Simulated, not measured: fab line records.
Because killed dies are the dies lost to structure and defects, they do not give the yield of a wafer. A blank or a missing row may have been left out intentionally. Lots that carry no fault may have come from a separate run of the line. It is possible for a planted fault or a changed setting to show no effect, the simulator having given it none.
What tool caused it?    flow nand_harc    39 wafers from 13 lots sampled at 5 of the route's 1302 steps

WHAT THE GAUGES READ, wafer by wafer
NHARC_P_BONDPAD_THK_MEAS_33: measures by ellipsometry. Usual: thk_nm at 200.3 nm, with a standard deviation of 1.4.
lot   measured      on             thk_nm (nm)        flag
L358  day 6 17:58   film_metro-02  199.4 201.9 198.9  
L359  day 6 21:25   film_metro-02  200.0 200.4 199.0  
L360  day 7 11:22   film_metro-01  199.1 200.4 201.3  
L361  day 7 22:53   film_metro-01  202.0 200.5 202.7  
L362  day 8 00:28   film_metro-01  200.2 201.5 199.0  
L364  day 9 04:06   film_metro-01  200.5 199.1 201.6  
L366  day 10 07:58  film_metro-01  203.2 201.6 200.2  
L367  day 10 09:41  film_metro-01  199.6 200.0 201.7  
L371  day 11 21:16  film_metro-02  202.2 200.4 198.8  
L373  day 12 13:58  film_metro-02  198.6 201.4 199.4  
L377  day 14 09:08  film_metro-01  202.5 199.8 203.1  
L378  day 15 00:58  film_metro-01  203.5 199.8 200.8  
L381  day 16 03:08  film_metro-02  197.2 200.8 201.2  

NHARC_END_SORT_01. Usual: value, then standard deviation, for each; defect_limited_yield 90.6 % / 2.7; killed_at_array 59 / 19; killed_at_other 0.6 / 0.85; killed_at_periphery 3.8 / 2.5; killed_dies 64 / 19; killed_open 3.3 / 1.8; killed_short 2.2 / 1.6.
lot   measured      on         defect_limited_yield (%)  killed_at_array  killed_at_other  killed_at_periphery  killed_dies  killed_open  killed_short  flag
L371  day 30 04:56  prober-02  87.1 88.5 88.9            84 76 71         0 0 0            3 2 4                87 78 75     4 5 3        1 2 3         

TOOL THAT RAN EACH LOT (tool first, then ch and the chambers of the sampled wafers, then the start)
lot   NHARC_P_BONDPAD_DEP_00                   NHARC_P_BONDPAD_ETCH_24             NHARC_P_BONDPAD_ANNEAL_28
L358  pecvd-03 ch 1,2, day 6 17:23             rie_diel-05 ch 0,2, day 6 19:17     rtp_anneal-02 ch 0, day 6 20:28
L359  pecvd-04 ch 0,2, day 6 20:48             rie_diel-09 ch 1,2,3, day 6 22:44   rtp_anneal-01 ch 0, day 6 23:55
L360  pecvd-01 ch 0,1,2, day 7 10:43           rie_diel-05 ch 0,1,2, day 7 12:35   rtp_anneal-02 ch 0, day 7 13:43
L361  pecvd-04 ch 0,1, day 7 22:14             rie_diel-09 ch 2,3, day 8 00:13     rtp_anneal-02 ch 0, day 8 01:21
L362  pecvd-04 ch 0,1, day 7 23:48             rie_diel-04 ch 1,2, day 8 01:47     rtp_anneal-01 ch 0, day 8 03:01
L364  pecvd-01 ch 0,1, day 9 04:06 or earlier  rie_diel-05 ch 0,1,3, day 9 05:18   rtp_anneal-02 ch 0, day 9 06:26
L366  pecvd-03 ch 0,1, day 10 07:21            rie_diel-05 ch 0,1,3, day 10 09:19  rtp_anneal-01 ch 0, day 10 10:35
L367  pecvd-03 ch 1,2, day 10 09:01            rie_diel-04 ch 0,1,2, day 10 10:54  rtp_anneal-02 ch 0, day 10 12:07
L371  pecvd-04 ch 1,2, day 11 20:41            rie_diel-05 ch 0,1,3, day 11 22:35  rtp_anneal-01 ch 0, day 11 23:49
L373  pecvd-01 ch 0,1, day 12 13:18            rie_diel-05 ch 0,2,3, day 12 15:18  rtp_anneal-01 ch 0, day 12 16:37
L377  pecvd-04 ch 0,2, day 14 08:29            rie_diel-04 ch 0,2, day 14 10:23    rtp_anneal-01 ch 0, day 14 11:31
L378  pecvd-01 ch 0,2, day 15 00:20            rie_diel-09 ch 0,2, day 15 02:20    rtp_anneal-02 ch 0, day 15 03:29
L381  pecvd-01 ch 0,2, day 16 02:29            rie_diel-04 ch 1,2, day 16 04:20    rtp_anneal-02 ch 0, day 16 05:28
- NHARC_P_BONDPAD_DEP_00: deposits SiCN, target thk 250 nm.
- NHARC_P_BONDPAD_ETCH_24: etches the open film in CF4/N2, target depth 30 nm, time 72.99 s.
- NHARC_P_BONDPAD_ANNEAL_28: time 90 s.

WHAT THE TOOLS THEMSELVES READ (means of the sampled wafers that have a number; where no wafer has one, the mark that the record gives instead)
NHARC_P_BONDPAD_DEP_00. Usual: heater_power_w at 570 W, with a standard deviation of 83.
lot   tool      heater_power_w (W)  flag
L358  pecvd-03  499                 
L359  pecvd-04  548                 
L360  pecvd-01  621                 
L361  pecvd-04  565                 
L362  pecvd-04  618                 
L364  pecvd-01  610                 
L366  pecvd-03  554                 
L367  pecvd-03  522                 
L371  pecvd-04  664                 
L373  pecvd-01  598                 
L377  pecvd-04  537                 
L378  pecvd-01  544                 
L381  pecvd-01  517                 

NHARC_P_BONDPAD_ETCH_24. Usual: value, then standard deviation, for each; drypump_motor_current_A 5.9 A / 0.54; mfc_ar_sccm 150.0 sccm / 0.49; oes_product_au 0.998 a.u. / 0.0068; rf_vpp_V 315.0 V / 2.1; run_length_s 94.2 s / 0.47; showerhead_plenum_p_Torr 2.67 Torr / 0.11; throttle_valve_pct 19.794 % / 0.0099.
lot   tool         drypump_motor_current_A (A)  mfc_ar_sccm (sccm)  oes_product_au (a.u.)  rf_vpp_V (V)  run_length_s (s)  showerhead_plenum_p_Torr (Torr)  throttle_valve_pct (%)  flag
L358  rie_diel-05  5.6                          150.1               0.992                  311.4         94.7              2.50                             19.795                  
L359  rie_diel-09  6.4                          150.0               1.001                  314.0         94.4              2.65                             19.791                  
L360  rie_diel-05  5.8                          150.3               1.003                  313.5         94.1              2.60                             19.789                  
L361  rie_diel-09  6.2                          149.8               0.997                  315.0         94.4              2.69                             19.795                  
L362  rie_diel-04  5.7                          149.5               0.992                  316.2         94.6              2.71                             19.788                  
L364  rie_diel-05  5.6                          150.2               0.995                  314.7         93.9              2.67                             19.795                  
L366  rie_diel-05  5.6                          150.1               0.997                  314.8         94.1              2.67                             19.793                  
L367  rie_diel-04  5.7                          149.7               0.998                  315.0         94.1              2.74                             19.798                  
L371  rie_diel-05  5.6                          150.2               0.994                  315.5         88.4              2.67                             19.796                  OFF
L373  rie_diel-05  5.5                          150.0               0.996                  312.9         89.2              2.57                             19.796                  OFF
L377  rie_diel-04  5.7                          150.2               0.997                  316.6         94.2              2.77                             19.793                  
L378  rie_diel-09  6.0                          149.8               0.998                  315.0         94.3              2.69                             19.789                  
L381  rie_diel-04  5.7                          150.2               0.998                  316.1         94.3              2.70                             19.802                  

NHARC_P_BONDPAD_ANNEAL_28. Usual: wafer_temp_C_max at 225.92, with a standard deviation of 0.25.
lot   tool           wafer_temp_C_max  flag
L358  rtp_anneal-02  225.93            
L359  rtp_anneal-01  225.89            
L360  rtp_anneal-02  225.82            
L361  rtp_anneal-02  225.73            
L362  rtp_anneal-01  225.93            
L364  rtp_anneal-02  225.89            
L366  rtp_anneal-01  226.09            
L367  rtp_anneal-02  226.12            
L371  rtp_anneal-01  225.81            
L373  rtp_anneal-01  226.04            
L377  rtp_anneal-01  225.92            
L378  rtp_anneal-02  225.76            
L381  rtp_anneal-02  225.90            

THE ANSWER, worked out from the rows above alone
Rule: take the mean of a lot's wafers that have a number; if it is more than 3 standard deviations from the usual mean, the lot is off. Also off: a lot with no number at a reading for which 4 or more lots have one. All remaining lots with rows at the step are treated as sound. The gauges are gone through in route order, then the tools' own readings, and for those a lot's mean is taken as printed above. The first step at which some lot is off is used, and at that step the reading that is off furthest; a lot without a number counts as furthest.
Off, at NHARC_P_BONDPAD_ETCH_24 on run_length_s: L371, L373.
If a tool, at that step or one of the process steps before it, ran each lot that is off and ran no sound lot following the first of them, it fits. NHARC_P_BONDPAD_DEP_00 gives no start for some lots, so the hours and the order of its lots are those of NHARC_P_BONDPAD_THK_MEAS_33. One candidate fits, namely rie_diel-05 at NHARC_P_BONDPAD_ETCH_24. A fault onset in the window from L366 (day 10 09:19, its last sound lot) to L371 (day 11 22:35, its first lot off) fits.
The tool's own readings at NHARC_P_BONDPAD_ETCH_24 bear it out: on the lots that are off they differ by more than 5 times the standard deviation of the sound lots' means. run_length_s reads 88.8 s there against 94.3 s on the sound lots.

WHAT THE SIMULATOR HAD PUT IN
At NHARC_P_BONDPAD_ETCH_24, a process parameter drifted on rie_diel-05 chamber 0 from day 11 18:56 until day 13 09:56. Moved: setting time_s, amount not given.
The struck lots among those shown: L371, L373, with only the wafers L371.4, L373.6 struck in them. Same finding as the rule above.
